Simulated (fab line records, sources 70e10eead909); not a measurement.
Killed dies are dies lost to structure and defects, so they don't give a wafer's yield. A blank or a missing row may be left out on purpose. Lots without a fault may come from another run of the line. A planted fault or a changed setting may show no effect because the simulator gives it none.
A struck lot beside a sound one | flow nand_harc | 14 steps out of a route of 1159
Sound: wafers L769.1, L769.3, L769.6. Struck: wafers L788.3, L788.4, L788.5. The cause comes at the end.
At each step with rows: each side's tool, then ch and its chambers, then its first start. Under that, the readings that differ: sound wafers | struck wafers | difference of the means | sigmas: that difference in standard deviations of wafers without a fault.
alike: readings whose means differ by less than 2 such deviations, and words and numbers that are the same on both sides. not compared: withheld readings, readings that some wafer has no value for, bounds like >300 that may hide the same value, and numbers for which the record gives no deviation and whose values overlap.
The two part at a step that has a row with sigmas, a row that says differs or no value, or rows on one side only. Numbers that don't overlap but have no deviation are shown without sigmas and don't part them. A reading that every wafer of one side lacks parts them only if that side has two wafers or more.

first, 5 steps without rows for these wafers: NHARC_A_CHANNEL_HOLE_D1_SOFTBAKE_05 (time 55 s); NHARC_A_CHANNEL_HOLE_D1_EBR_06; NHARC_A_CHANNEL_HOLE_D1_EXPOSE_07 (exposes mask HOLE D1, target cd 100 nm); NHARC_A_CHANNEL_HOLE_D1_PEB_08 (peb time 65 s); NHARC_A_CHANNEL_HOLE_D1_DEVELOP_09 (develop time 35 s).
NHARC_A_CHANNEL_HOLE_D1_CD_MEAS_10: target cd 100 nm.
  sound on cd_sem-03 ch 0, day 8 03:09; struck on cd_sem-03 ch 0, day 12 18:28
  alike: cd_nm
NHARC_A_CHANNEL_HOLE_D1_OVL_MEAS_11:
  sound on overlay-02, day 8 03:15; struck on overlay-02, day 12 18:33
  alike: overlay_x_nm, overlay_y_nm
NHARC_A_CHANNEL_HOLE_D1_INSPECT_12:
  sound on defect_inspect-02, day 8 03:17; struck on defect_inspect-01, day 12 18:35
  alike: raw_defect_count
NHARC_A_CHANNEL_HOLE_D1_DESCUM_15: chemistry O2, time 3 s.
  sound on rie_diel-02 ch 2,3, day 8 03:22; struck on rie_diel-02 ch 0,3, day 12 18:40
  alike: drypump_motor_current_A, oes_product_au, rf_vpp_V, showerhead_plenum_p_Torr, throttle_valve_pct
  not compared: rf_hours_counter_h
NHARC_A_CHANNEL_HOLE_D1_ETCH_38: etches the open film in CF4, target depth 39 nm, time 65 s.
  sound on rie_diel-02 ch 0,1,2, day 8 03:27; struck on rie_diel-02 ch 1,3, day 12 18:46
  alike: bias_w, cf4_flow_sccm, drypump_motor_current_A, oes_product_au, rf_fwd_power_W, rf_vpp_V, showerhead_plenum_p_Torr, throttle_valve_pct
  not compared: rf_hours_counter_h
NHARC_A_CHANNEL_HOLE_D1_ETCH_39: etches the open film in N2/H2, target depth 260 nm, time 325 s.
  sound on rie_diel-02 ch 1,2; struck on rie_diel-02 ch 0,1,3
  alike: bias_w, chamber_pressure_mTorr, drypump_motor_current_A, oes_product_au, rf_fwd_power_W, rf_vpp_V, showerhead_plenum_p_Torr, throttle_valve_pct
  not compared: rf_hours_counter_h
NHARC_A_CHANNEL_HOLE_D1_ETCH_34: etches the open film in CF4/CHF3, target depth 154 nm, time 77 s.
  sound on rie_diel-02 ch 1,2,3; struck on rie_diel-02 ch 0,1,3
  alike: bias_w, cf4_flow_sccm, drypump_motor_current_A, oes_product_au, rf_fwd_power_W, rf_vpp_V, showerhead_plenum_p_Torr, throttle_valve_pct
  not compared: rf_hours_counter_h
NHARC_A_CHANNEL_HOLE_D1_ETCH_16: etches the open film in O2/COS, target depth 3100 nm, time 806 s.
  sound on rie_diel-02 ch 0,1, day 8 03:53; struck on rie_diel-02 ch 1,3, day 12 19:21
  no value came back on the struck wafers for any of 8 readings (bias_w (W), chamber_pressure_mTorr (mTorr) and others); on the sound wafers bias_w (W) reads 300.4 299.6 300.5
  not compared: rf_hours_counter_h
NHARC_A_CHANNEL_HOLE_D1_CD_MEAS_18:
  sound on cd_sem-01, day 8 04:28; struck on cd_sem-02, day 12 19:58
  alike: cd_nm

WHERE THEY PART
Only at NHARC_A_CHANNEL_HOLE_D1_ETCH_16, within this record. Later steps at which nothing parts them and some readings are alike: NHARC_A_CHANNEL_HOLE_D1_CD_MEAS_18.

WHY: what the simulator had put in
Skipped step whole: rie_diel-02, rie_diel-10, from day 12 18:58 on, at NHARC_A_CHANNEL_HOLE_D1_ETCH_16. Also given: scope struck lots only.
